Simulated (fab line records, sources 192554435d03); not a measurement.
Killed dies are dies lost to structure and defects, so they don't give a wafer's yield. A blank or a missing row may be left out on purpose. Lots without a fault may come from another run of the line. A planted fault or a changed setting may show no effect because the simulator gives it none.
A struck lot beside a sound one | flow n5_finfet | 36 steps out of a route of 1938
Sound: wafers L728.3, L728.4, L728.6. Struck: wafer L733.6. (L733.2, L733.3 of the same lot were not struck and are left out.) The cause comes at the end.
At each step with rows: each side's tool, then ch and its chambers, then its first start. Under that, the readings that differ: sound wafers | struck wafers | difference of the means | sigmas: that difference in standard deviations of wafers without a fault.
alike: readings whose means differ by less than 2 such deviations, and words and numbers that are the same on both sides. not compared: withheld readings, readings that some wafer has no value for, bounds like >300 that may hide the same value, and numbers for which the record gives no deviation and whose values overlap.
The two part at a step that has a row with sigmas, a row that says differs or no value, or rows on one side only. Numbers that don't overlap but have no deviation are shown without sigmas and don't part them. A reading that every wafer of one side lacks parts them only if that side has two wafers or more.

first, 9 steps without rows for these wafers: N5_BEOL_M1_ILD_DEP_00 (deposits SiOC from DEMS/O2, target thk 79 nm, time 15.3 s); N5_BEOL_M1_PECVD_72 (deposits SiO2 from TEOS/O2, target thk 16 nm, time 18 s); N5_BEOL_M1_HM_DEP_02 (deposits TiN, target thk 20 nm); N5_BEOL_M1_COAT_61 (time 60 s, resist thk 60 nm); N5_BEOL_M1_COAT_62 (time 60 s, resist thk 12 nm); N5_BEOL_M1_COAT_73 (time 60 s, resist thk 5 nm); N5_BEOL_M1_COAT_05 (resist thk 30 nm); N5_BEOL_M1_EBR_07; N5_BEOL_M1_SOFTBAKE_06 (time 60 s).
N5_BEOL_M1_EXPOSE_08: exposes mask M1.
  sound on euv_scanner-02 ch 0, day 7 16:40; struck on euv_scanner-02 ch 0, day 8 23:11
  alike: mask, stage_msd_nm
then, 2 steps without rows for these wafers: N5_BEOL_M1_PEB_09 (peb time 60 s); N5_BEOL_M1_DEVELOP_10 (develop time 30 s).
N5_BEOL_M1_CD_MEAS_11: target cd 17.05 nm.
  sound on cd_sem-02 ch 0, day 7 16:47; struck on cd_sem-03 ch 0, day 8 23:18
  reading    | sound             | struck | difference | sigmas
  cd_nm (nm) | 17.43 17.15 17.26 | 16.21  | -1.07      | -5
then, 1 step without rows for these wafers: N5_BEOL_M1_DESCUM_16 (chemistry O2, time 7 s).
N5_BEOL_M1_ETCH_74: etches underlayer in N2/H2, target depth 6.5 nm, time 5.2 s.
  sound on rie_diel-03 ch 1,3, day 7 17:14; struck on rie_diel-02 ch 0, day 8 23:30
  reading                         | sound             | struck | difference | sigmas
  throttle_valve_pct (%)          | 18.17 18.23 18.22 | 17.52  | -0.69      | -2
  model.BEOL_M1.cd_offset_nm (nm) | 0.2 0 0.2         | -0.6   | -0.7       |
  alike: drypump_motor_current_A, etch_rf_on_time_s, h2_flow_sccm, oes_product_au, rf_vpp_V, showerhead_plenum_p_Torr
  not compared: rf_hours_counter_h
then, 5 steps without rows for these wafers: N5_BEOL_M1_ETCH_63 (etches SiARC in CF4, target depth 15.6 nm, time 26 s); N5_BEOL_M1_ETCH_64 (etches SOC in N2/H2, target depth 75 nm, overetch 15 nm, time 112.5 s); N5_BEOL_M1_STRIP_65 (strips in N2/H2); N5_BEOL_M1_STRIP_75 (strips in N2/H2); N5_BEOL_M1_STRIP_66 (strips in CF4).
N5_BEOL_M1_HM_OPEN_17: chemistry Cl2/BCl3, target TiN, target depth 20 nm, overetch 6 nm.
  sound on rie_metal-02 ch 0,1, day 7 17:28; struck on rie_metal-03 ch 0, day 8 23:43
  reading                         | sound          | struck | difference | sigmas
  throttle_valve_pct (%)          | 22.1 21.6 21.6 | 22.7   | +0.9       | +3
  model.BEOL_M1.cd_offset_nm (nm) | 0 -0.2 0.2     | -0.6   | -0.6       |
  alike: drypump_motor_current_A, oes_product_au
  not compared: rf_hours_counter_h
then, 1 step without rows for these wafers: N5_BEOL_M1_STRIP_19 (strips in O2).
N5_BEOL_M1_CD_MEAS_18: pitch 36 nm, target cd 18 nm.
  sound on cd_sem-02, day 7 17:38; struck on cd_sem-02, day 8 23:53
  reading    | sound             | struck | difference | sigmas
  cd_nm (nm) | 17.87 17.84 18.31 | 17.06  | -0.95      | -3
then, 11 steps without rows for these wafers: N5_BEOL_M1_COAT_67 (time 60 s, resist thk 60 nm); N5_BEOL_M1_COAT_68 (time 60 s, resist thk 12 nm); N5_BEOL_M1_COAT_76 (time 60 s, resist thk 5 nm); N5_BEOL_M1_COAT_22 (resist thk 30 nm); N5_BEOL_M1_EBR_24; N5_BEOL_M1_SOFTBAKE_23 (time 60 s); N5_BEOL_M1_EXPOSE_25 (exposes mask V0, defocus 5 nm, target cd 24 nm); N5_BEOL_M1_PEB_26 (peb time 60 s); N5_BEOL_M1_DEVELOP_27 (develop time 30 s); N5_BEOL_M1_DESCUM_33 (chemistry O2, time 7 s); N5_BEOL_M1_ETCH_77 (etches underlayer in N2/H2, target depth 6.5 nm, time 5.2 s).
N5_BEOL_M4_RC_MEAS_101:
  the record has rows for the sound wafers here (prober-02 ch 0, day 9 12:58) and none for the struck ones
-- the record jumps here: 6 days lie between the struck wafers' starts before and after (it left off in module BEOL_M4 and takes up again in module PASSIVATION, whose first step shown is number 1936 of the route) --
N5_PASSIVATION_PROBE_49:
  sound on prober-02, day 13 20:10; struck on prober-02, day 14 16:20
  reading                  | sound          | struck | difference | sigmas
  defect_limited_yield (%) | 92.7 92.6 92.3 | 0.3    | -92.2      | -61
  killed_at_M0_to_M3       | 45 38 41       | 1105   | +1064      | +99 or more
  killed_at_front_end      | 24 32 28       | 52     | +24        | +2
  killed_dies              | 86 87 91       | 1177   | +1089      | +60
  killed_on_rim            | 10 9 15        | 152    | +141       | +35
  sort_bin_5_function (%)  | 4.0 4.6 4.8    | 70.8   | +66.3      | +66
  sort_bin_6_memory (%)    | 3.1 2.4 2.6    | 9.7    | +7.0       | +10
  sort_n_pass              | 1094 1093 1089 | 3      | -1089      | -60
  sort_yield_pct (%)       | 92.7 92.6 92.3 | 0.3    | -92.2      | -61
  alike: killed_at_M4_up, killed_at_contacts, killed_at_other, killed_open, killed_short

WHERE THEY PART
First at N5_BEOL_M1_CD_MEAS_11; last, within this record, at N5_PASSIVATION_PROBE_49.

WHY: what the simulator had put in
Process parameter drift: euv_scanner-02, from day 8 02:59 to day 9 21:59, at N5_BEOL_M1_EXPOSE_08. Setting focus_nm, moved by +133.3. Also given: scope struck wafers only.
